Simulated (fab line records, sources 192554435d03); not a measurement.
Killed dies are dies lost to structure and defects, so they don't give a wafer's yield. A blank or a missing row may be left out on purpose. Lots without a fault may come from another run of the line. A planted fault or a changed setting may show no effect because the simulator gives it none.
Chamber matching | flow n5_finfet | N5_BEOL_M1_ALD_98 on ald_sin-02: 4 sister chambers
The step deposits SiO2, target thk 2.5 nm, pulse time 1 s, co reactant pulse time 1 s. 14 wafers are shown with their chamber, then 7 later ones without.

WAFERS WITH THEIR CHAMBER
wafer  | chamber | heater_power_w (W) | precursor_pulse_height_rel
L076.2 | 0       | 79                 | 0.976
L076.4 | 2       | 81                 | 0.991
L076.6 | 2       | 77                 | 0.987
L086.4 | 0       | 81                 | 1.027
L086.5 | 2       | 73                 | 0.999
L086.6 | 1       | 77                 | 1.015
L087.3 | 2       | 74                 | 1.029
L087.4 | 1       | 77                 | 0.986
L087.6 | 3       | 73                 | 1.015
L090.2 | 0       | 81                 | 0.990
L090.3 | 1       | 78                 | 0.990
L090.5 | 0       | 81                 | 0.980
L093.2 | 0       | 80                 | 0.989
L093.4 | 2       | 76                 | 0.984

SIGNATURES (means of the wafers above)
reading                    | chamber 0 | chamber 1 | chamber 2 | chamber 3 | scatter within a chamber
heater_power_w             | 80.40     | 77.33     | 76.20     | 73.00     | 2.07
precursor_pulse_height_rel | 0.99240   | 0.99700   | 0.99800   | 1.01500   | 0.0186
Rule: a wafer's distance from a chamber is the root of the sum, over the readings, of the square of ((its reading less the chamber's mean) divided by the reading's scatter). The wafer belongs to the nearest chamber; if the next one is less than 2 further off, it can't be placed. The scatter: the root of (the sum of the squares of (reading less its chamber's mean) over the shown wafers, divided by (wafers less chambers)).

WAFERS WITHOUT THEIR CHAMBER
wafer  | heater_power_w (W) | precursor_pulse_height_rel
L093.6 | 76                 | 0.982
L095.2 | 79                 | 1.006
L095.4 | 72                 | 1.020
L095.6 | 79                 | 1.025
L096.1 | 81                 | 0.973
L096.2 | 77                 | 0.999
L096.6 | 74                 | 0.992

WHICH CHAMBER EACH WENT THROUGH
wafer  | from the rows above               | in truth
L093.6 | can't be placed: 2 or 1 or 0 or 3 | 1
L095.2 | can't be placed: 1 or 0 or 2      | 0
L095.4 | can't be placed: 3 or 2           | 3
L095.6 | can't be placed: 1 or 0 or 2 or 3 | 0
L096.1 | can't be placed: 0 or 1 or 2      | 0
L096.2 | can't be placed: 1 or 2 or 0 or 3 | 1
L096.6 | can't be placed: 2 or 3 or 1 or 0 | 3
Placed correctly: 0 of 7. Can't be placed from these rows: 7 (the true chamber is among the candidates in 7). Placed wrongly: 0.
